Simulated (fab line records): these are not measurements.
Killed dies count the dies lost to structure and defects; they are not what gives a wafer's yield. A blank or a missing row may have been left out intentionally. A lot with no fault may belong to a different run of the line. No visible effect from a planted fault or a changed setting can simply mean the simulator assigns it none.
One fault seen from 3 desks + flow n5_finfet + each desk has only its own numbers; what lay behind them comes last
Where a reading is given only as a bound, like >300, the bound stands for it, and a mean or a difference that rests on one is marked > or <: the true number lies beyond.

== TOOL OWNER'S DESK, pecvd-04 ==
The tool's own readings at N5_PASSIVATION_PECVD_00 (deposits SiO2 from SiH4/N2O, target thk 200 nm, time 11.2 s): means of the sampled wafers that have a number, for each lot that ran on this tool. Marked OUT: a lot whose mean sits more than 4 standard deviations from the usual mean, which makes it out of limits; the brackets give that distance.
Columns: A = heater_power_w at N5_PASSIVATION_PECVD_00, usual 663 W; B = rf_fwd_power_W at N5_PASSIVATION_PECVD_00, usual 600.1 W; C = showerhead_plenum_p_Torr at N5_PASSIVATION_PECVD_00, usual 8.23 Torr; D = throttle_valve_pct at N5_PASSIVATION_PECVD_00, usual 51 %
| lot  | first seen here | A   | B     | C    | D  |
|------|-----------------|-----|-------|------|----|
| L785 | day 14 14:11    | 751 | 603.3 | 8.27 | 52 |
| L787 | day 15 02:23    | 707 | 598.7 | 8.10 | 49 |
| L788 | day 15 15:25    | 731 | 601.2 | 8.29 | 51 |
| L791 | day 16 07:37    | 749 | 600.3 | 8.19 | 51 |
| L805 | day 19 15:44    | 756 | 600.3 | 8.18 | 51 |
Finding of this desk: none of the 5 lots has anything out of limits.

== THE DEFECT DESK ==
Inspection counts along the route, by lot: the mean over sampled wafers that carry a number. Marked OUT: a lot whose mean sits more than 4 standard deviations from the usual mean, which makes it out of limits; the brackets give that distance.
Columns: A = raw_defect_count at N5_MIM_TOP_LITHO_INSPECT_12, usual 2.2
| lot  | first seen here | A                      |
|------|-----------------|------------------------|
| L782 | day 13 09:04    | 3.0                    |
| L785 | day 14 16:09    | 1.3                    |
| L787 | day 15 07:16    | 2.7                    |
| L788 | day 15 17:07    | >300 (+99 or more) OUT |
| L789 | day 16 05:55    | 2.7                    |
| L791 | day 16 11:13    | >300 (+99 or more) OUT |
| L798 | day 18 00:28    | 1.7                    |
| L800 | day 18 22:14    | 2.0                    |
| L804 | day 19 17:49    | 4.0                    |
| L805 | day 19 17:56    | 3.3                    |
This desk's verdict: out of limits on L788, L791, starting with L788 at day 15 17:07 (raw_defect_count at N5_MIM_TOP_LITHO_INSPECT_12). In limits: L782, L785, L787, L789, L798, L800, L804, L805.

== METROLOGY DESK ==
Means of the sampled wafers that have a number, per lot and without regard to the tool the lot ran on: this is what the gauges read. Marked OUT: a lot whose mean sits more than 4 standard deviations from the usual mean, which makes it out of limits; the brackets give that distance.
Columns: A = M15_RS at N5_BEOL_M15_RS_MEAS_54, usual 0.0214 ohm/sq
| lot  | first seen here | A      |
|------|-----------------|--------|
| L782 | day 13 06:07    | 0.0212 |
| L785 | day 14 13:10    | 0.0219 |
| L787 | day 15 01:23    | 0.0218 |
| L788 | day 15 14:23    | 0.0212 |
| L789 | day 16 02:07    | 0.0214 |
| L791 | day 16 06:36    | 0.0214 |
| L798 | day 17 19:14    | 0.0215 |
| L800 | day 18 15:57    | 0.0212 |
| L804 | day 19 12:37    | 0.0209 |
| L805 | day 19 14:43    | 0.0217 |
Finding of this desk: none of the 10 lots has anything out of limits.

== PUT TOGETHER ==
The defect desk could have raised an alarm at day 15 17:07, on L788, L791.
The tool owner's desk saw nothing out of limits.
Nothing out of limits was seen by the metrology desk.
On record at the tool owner's desk: L788, L791, within its limits.
The metrology desk has L788, L791 on record, within its limits.
All the named lots went through N5_PASSIVATION_PECVD_00 on pecvd-04.

== WHAT THE SIMULATOR HAD INSERTED ==
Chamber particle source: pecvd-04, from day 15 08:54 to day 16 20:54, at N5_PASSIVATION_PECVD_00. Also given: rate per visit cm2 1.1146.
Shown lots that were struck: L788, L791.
Hours from the fault's start to each desk's first reading out of limits: the defect desk, 8.
